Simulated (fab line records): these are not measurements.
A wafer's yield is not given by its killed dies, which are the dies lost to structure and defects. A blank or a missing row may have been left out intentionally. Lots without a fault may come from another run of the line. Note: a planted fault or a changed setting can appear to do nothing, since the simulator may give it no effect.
fab line records    flow n5Finfet    part 2 of 2: steps 27 to 34 of 34
record: lots: 5  wafers: 15  lastDay: 16
route steps=1938 shown BEOL_M1@825 BEOL_M2@841
lots that met no fault: from a run of the same line without faults
startH: the number of hours between the record's first day and the start of the first shown wafer of the lot    waitH: time in hours since the lot's previous step    " the same as in the row above    L1.1+2: one row covering several wafers at once    - either no value or no given start    * or withheld: withheld    < > ~ a bound
route shown NAME@n: NAME is a module with steps in the file, n the number in the route of the first one    usual: average and standard deviation across the fault-free wafers    same: alike in all rows    chamber/n: place in a boat    sites: the reading at each site    _std_site: their standard deviation    _edge_site: mean of outer sites minus mean of inner sites    radiusMm: for every site, how far away it sits from the centre of the wafer    mask NAME#n: copy n    behind: tool/chamber where the wafer was last shaped    hold: what put the lot on hold/how long, in hours/how the hold closed    device: the transistor (n, p or np) that didn't switch    end of line: the tests these same wafers got at the end of their route    a step without rows: its recipe alone    killed: not the wafer's yield, but the dies lost to structure and defects at the first sort    map: dies across one wafer; x = killed, . = not, _ = none there
set.NAME: the setting the step ran with; set.NAME@STEP: the setting that earlier step ran with    model.NAME: the simulator's own value behind a step, which no gauge read
lots at selected steps of the route; one table per step, one row per wafer
services: from which hour (startH, from the record's first day; less than 0 if before it) a tool's chamber was out of use, for how many hours, and why
== steps ==
step: N5_BEOL_M2_EXPOSE_08
recipe: maskId: M2  na: 0.33  sourceShape: dipole  sigmaInner: 0.369  sigmaOuter: 0.767  polarization: unpolarized  doseMj: 41.25
usual: reticleTempC: 23.01/0.12
same: sigmaOuter: 0.767
lot.wafer  tool           chamber  startH  waitH  mask  reticleTempC
L075.1     euvScanner-01  0        141.17  -      M2#0  22.85
L075.3     "              0        "       "      M2#0  23.11
L075.4     "              0        "       "      M2#0  23.04
L076.1     euvScanner-01  0        144.49  -      M2#0  23.03
L076.2     "              0        "       "      M2#0  22.94
L076.6     "              0        "       "      M2#0  23.07
L084.2     euvScanner-01  0        196.14  -      M2#0  22.76
L084.5     "              0        "       "      M2#0  22.76
L084.6     "              0        "       "      M2#0  22.97
L086.3     euvScanner-01  0        208.42  -      M2#0  23.22
L086.5     "              0        "       "      M2#0  23.09
L086.6     "              0        "       "      M2#0  23.14
L093.1     euvScanner-01  0        251.11  -      M2#0  22.93
L093.2     "              0        "       "      M2#0  22.87
L093.3     "              0        "       "      M2#0  22.93
step: N5_BEOL_M2_PEB_09
recipe: pebTempC: 100  pebTimeS: 60  resist: CAR-EUV
lot.wafer   tool           chamber  startH  waitH
L075.1+3+4  lithoTrack-04  0        141.24  0.1
L076.1+2+6  lithoTrack-01  0        144.55  0.1
L084.2+5+6  lithoTrack-02  0        196.20  0.1
L086.3+5+6  lithoTrack-02  0        208.47  0.0
L093.1+2+3  lithoTrack-01  0        251.18  0.1
step: N5_BEOL_M2_DEVELOP_10
recipe: developTimeS: 30  developer: TMAH  resist: CAR-EUV  rinseLiquid: surfactantRinse  dry: airSpin  devTempC: 23
lot.wafer   tool           chamber  startH  waitH
L075.1+3+4  lithoTrack-04  0        -       -
L076.1+2+6  lithoTrack-01  0        -       -
L084.2+5+6  lithoTrack-02  0        -       -
L086.3+5+6  lithoTrack-02  0        -       -
L093.1+2+3  lithoTrack-01  0        -       -
step: N5_BEOL_M2_CD_MEAS_11
recipe: targetCdNm: 16.79  landingEnergyEv: 500  detector: seInlens  polarity: opening
usual: cdNm: 16.82/0.23
lot.wafer  tool      chamber  startH  waitH  cdNm
L075.1     cdSem-02  0        141.31  -      16.52
L075.3     "         0        "       "      16.70
L075.4     "         0        "       "      16.84
L076.1     cdSem-02  0        144.62  -      16.67
L076.2     "         0        "       "      16.61
L076.6     "         0        "       "      16.48
L084.2     cdSem-02  0        196.26  -      16.77
L084.5     "         0        "       "      16.74
L084.6     "         0        "       "      16.78
L086.3     cdSem-02  0        208.54  -      16.61
L086.5     "         0        "       "      17.02
L086.6     "         0        "       "      16.80
L093.1     cdSem-02  0        251.24  -      16.88
L093.2     "         0        "       "      16.60
L093.3     "         0        "       "      17.15
step: N5_BEOL_M2_OVL_MEAS_12
recipe: pointsPerWafer: 522
usual: M2_OVL: 0.0/0.65
lot.wafer  tool        chamber  startH  waitH  M2_OVL[nm]
L075.1     overlay-02  0        141.34  0.0    -1.0
L075.3     "           0        "       "      -0.4
L075.4     "           0        "       "      -1.3
L076.1     overlay-02  0        144.65  0.0    -0.9
L076.2     "           0        "       "      0.0
L076.6     "           0        "       "      -0.4
L084.2     overlay-01  0        196.30  0.0    0.1
L084.5     "           0        "       "      0.0
L084.6     "           0        "       "      -1.0
L086.3     overlay-02  0        208.58  0.0    -0.7
L086.5     "           0        "       "      -0.1
L086.6     "           0        "       "      0.5
L093.1     overlay-02  0        251.27  0.0    0.3
L093.2     "           0        "       "      0.1
L093.3     "           0        "       "      -0.2
step: N5_BEOL_M2_INSPECT_13
recipe: mode: adi  inspectInstrument: brightfield
usual: rawDefectCount: 410/100
lot.wafer  tool              chamber  startH  waitH  rawDefectCount
L075.1     defectInspect-01  -        141.39  0.1    293
L075.3     "                 -        "       "      258
L075.4     "                 -        "       "      354
L076.1     defectInspect-01  -        144.71  0.1    427
L076.2     "                 -        "       "      433
L076.6     "                 -        "       "      372
L084.2     defectInspect-01  -        196.35  0.0    361
L084.5     "                 -        "       "      350
L084.6     "                 -        "       "      418
L086.3     defectInspect-01  -        208.63  0.0    384
L086.5     "                 -        "       "      403
L086.6     "                 -        "       "      344
L093.1     defectInspect-01  -        251.33  0.1    442
L093.2     "                 -        "       "      394
L093.3     "                 -        "       "      422
step: N5_BEOL_M2_DESCUM_16
recipe: chemistry: O2  timeS: 7  sourcePowerW: 50  biasPowerW: 20  pressureMtorr: 20  rfFrequencyHz: 2.712e+07  tempC: 40  resist: CAR-EUV  o2FlowSccm: 225
usual: drypumpMotorCurrentA: 5.8/0.44  oesProductAu: 0.82/0.087  rfVppV: 243.4/1.4  showerheadPlenumPTorr: 2.10/0.072  throttleValvePct: 20.31/0.17
lot.wafer  tool        chamber  startH  waitH  drypumpMotorCurrentA  oesProductAu  rfHoursCounterH  rfVppV  showerheadPlenumPTorr  throttleValvePct
L075.1     rieDiel-02  3        141.60  0.2    6.3                   0.73          187              244.1   2.16                   20.07
L075.3     "           0        "       "      5.9                   0.92          39               244.8   2.12                   20.24
L075.4     "           1        "       "      5.6                   0.69          224              239.9   1.98                   20.48
L076.1     rieDiel-04  2        144.74  0.0    6.3                   0.72          227              241.4   2.08                   20.66
L076.2     "           1        "       "      5.7                   0.77          165              245.7   2.19                   20.33
L076.6     "           0        "       "      5.5                   0.94          -                244.3   2.23                   20.08
L084.2     rieDiel-02  1        196.40  0.1    5.6                   0.67          243              242.7   1.98                   20.51
L084.5     "           1        "       "      5.6                   0.67          -                241.9   1.98                   20.50
L084.6     "           2        "       "      5.9                   0.73          -                240.7   1.99                   20.39
L086.3     rieDiel-03  2        208.66  0.0    4.7                   0.91          7                241.3   2.04                   20.21
L086.5     "           3        "       "      6.1                   0.84          -                244.3   2.11                   20.32
L086.6     "           2        "       "      4.8                   0.93          -                243.0   2.04                   20.22
L093.1     rieDiel-03  0        251.44  0.1    5.7                   0.90          25               242.8   2.03                   20.17
L093.2     "           2        "       "      4.8                   0.89          15               242.7   2.04                   20.23
L093.3     "           3        "       "      6.1                   0.82          81               243.7   2.11                   20.33
step: N5_BEOL_M2_ETCH_74
recipe: chemistry: N2/H2  target: underlayer  targetDepthA: 65  maskMaterial: CAR-EUV  timeS: 5.2  ionEnergyEv: 200  pressureMtorr: 30  sourceW: 840  biasW: 150  n2FlowSccm: 200  h2FlowSccm: 200  ends: cleared
usual: drypumpMotorCurrentA: 5.8/0.44  etchRfOnTimeS: 5.16/0.097  oesProductAu: 0.70/0.076  rfVppV: 524.2/2.7  showerheadPlenumPTorr: 2.55/0.079  throttleValvePct: 17.76/0.19
lot.wafer  tool        chamber  startH  waitH  drypumpMotorCurrentA  etchRfOnTimeS  oesProductAu  rfHoursCounterH  rfVppV  showerheadPlenumPTorr  throttleValvePct
L075.1     rieDiel-02  3        141.64  0.0    6.3                   5.34           0.61          187              527.6   2.64                   17.66
L075.3     "           0        "       "      5.9                   5.02           0.78          39               523.8   2.58                   17.63
L075.4     "           1        "       "      5.6                   5.15           0.59          224              518.7   2.40                   17.80
L076.1     rieDiel-04  2        144.78  0.0    6.3                   5.13           0.61          227              522.5   2.51                   18.00
L076.2     "           1        "       "      5.7                   5.17           0.65          165              525.9   2.64                   17.83
L076.6     "           0        "       "      5.5                   5.04           0.81          -                525.8   2.69                   17.36
L084.2     rieDiel-02  1        196.44  0.0    5.6                   5.03           0.59          243              518.4   2.39                   17.83
L084.5     "           1        "       "      5.6                   5.07           0.59          -                519.6   2.39                   17.86
L084.6     "           2        "       "      5.9                   5.12           0.63          -                520.4   2.44                   18.06
L086.3     rieDiel-03  2        208.69  0.0    4.8                   5.03           0.81          7                522.2   2.48                   17.53
L086.5     "           3        "       "      6.1                   5.25           0.71          -                524.9   2.57                   17.79
L086.6     "           2        "       "      4.9                   5.12           0.80          -                521.1   2.48                   17.57
L093.1     rieDiel-03  0        251.47  0.0    5.8                   5.09           0.78          25               520.0   2.48                   17.77
L093.2     "           2        "       "      4.8                   5.02           0.78          15               520.9   2.48                   17.54
L093.3     "           3        "       "      6.1                   5.29           0.69          81               526.5   2.57                   17.82
== services ==
tool           chamber  startH  hours  kind
pecvd-01       -        114.37  0.5    repair
rieDiel-02     3        117.67  8.6    repair
pecvd-04       -        119.65  6.0    pm
cmp-01         -        121.61  1.0    repair
rieDiel-04     -        122.84  15.6   pm
cmp-02         -        126.03  1.2    repair
euvScanner-01  -        134.29  1.0    pm
cmp-01         -        147.65  1.7    repair
cvdCo-01       -        161.67  2.8    pm
pecvd-04       -        162.33  0.7    repair
cmp-01         -        180.66  6.0    pm
pecvd-03       -        181.69  5.5    pm
euvScanner-01  -        183.58  1.0    pm
cvdCo-01       -        184.46  0.6    repair
pecvd-02       -        191.46  0.7    repair
pecvd-02       -        206.66  0.6    repair
rieDiel-03     -        212.07  0.1    repair
euvScanner-01  -        216.20  8.0    pm
cmp-01         -        216.91  1.5    repair
pecvd-02       -        219.26  2.8    pm
cmp-02         -        219.64  0.7    repair
rieDiel-03     -        223.88  15.6   pm
pecvd-02       2        232.76  12.9   repair
rieDiel-04     3        238.86  7.2    repair
